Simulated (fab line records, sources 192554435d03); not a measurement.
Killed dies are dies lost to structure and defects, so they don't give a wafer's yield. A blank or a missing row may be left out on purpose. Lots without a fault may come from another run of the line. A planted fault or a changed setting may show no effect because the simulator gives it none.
Chamber matching | flow n5_finfet | N5_SDB_ETCH_17 on rie_diel-05: 4 sister chambers
The step etches SiARC in CF4, target depth 23.4 nm, time 39 s. 14 wafers are shown with their chamber, then 7 later ones without.

WAFERS WITH THEIR CHAMBER
wafer  | chamber | showerhead_plenum_p_Torr (Torr) | drypump_motor_current_A (A) | etch_rf_on_time_s (s)
L076.3 | 2       | 2.23                            | 5.6                         | 37.1
L076.4 | 3       | 2.12                            | 5.6                         | 38.5
L076.6 | 1       | 2.11                            | 6.1                         | 39.9
L077.4 | 3       | 2.12                            | 5.5                         | 38.4
L077.5 | 2       | 2.23                            | 5.7                         | 36.8
L077.6 | 3       | 2.12                            | 5.5                         | 38.5
L081.1 | 0       | 2.20                            | 5.4                         | 38.8
L081.2 | 1       | 2.11                            | 6.2                         | 39.7
L081.6 | 0       | 2.20                            | 5.4                         | 38.9
L082.1 | 0       | 2.20                            | 5.3                         | 38.6
L082.3 | 3       | 2.12                            | 5.5                         | 38.3
L082.4 | 0       | 2.20                            | 5.3                         | 38.8
L088.2 | 1       | 2.11                            | 6.2                         | 38.9
L088.3 | 0       | 2.19                            | 5.4                         | 38.7

SIGNATURES (means of the wafers above)
reading                  | chamber 0 | chamber 1 | chamber 2 | chamber 3 | scatter within a chamber
showerhead_plenum_p_Torr | 2.1980    | 2.1100    | 2.2300    | 2.1200    | 0.00283
drypump_motor_current_A  | 5.360     | 6.167     | 5.650     | 5.525     | 0.0558
etch_rf_on_time_s        | 38.760    | 39.500    | 36.950    | 38.425    | 0.262
Rule: a wafer's distance from a chamber is the root of the sum, over the readings, of the square of ((its reading less the chamber's mean) divided by the reading's scatter). The wafer belongs to the nearest chamber; if the next one is less than 2 further off, it can't be placed. The scatter: the root of (the sum of the squares of (reading less its chamber's mean) over the shown wafers, divided by (wafers less chambers)).

WAFERS WITHOUT THEIR CHAMBER
wafer  | showerhead_plenum_p_Torr (Torr) | drypump_motor_current_A (A) | etch_rf_on_time_s (s)
L088.6 | 2.19                            | 5.3                         | 39.2
L091.2 | 2.11                            | 6.2                         | 38.5
L091.5 | 2.19                            | 5.4                         | 38.7
L091.6 | 2.11                            | 5.5                         | 38.8
L094.1 | 2.11                            | 5.5                         | 38.8
L094.3 | 2.10                            | 6.1                         | 38.8
L094.4 | 2.19                            | 5.3                         | 39.1

WHICH CHAMBER EACH WENT THROUGH
wafer  | from the rows above | in truth
L088.6 | 0                   | 0
L091.2 | 1                   | 1
L091.5 | 0                   | 0
L091.6 | 3                   | 3
L094.1 | 3                   | 3
L094.3 | 1                   | 1
L094.4 | 0                   | 0
Placed correctly: 7 of 7. Can't be placed from these rows: 0. Placed wrongly: 0.
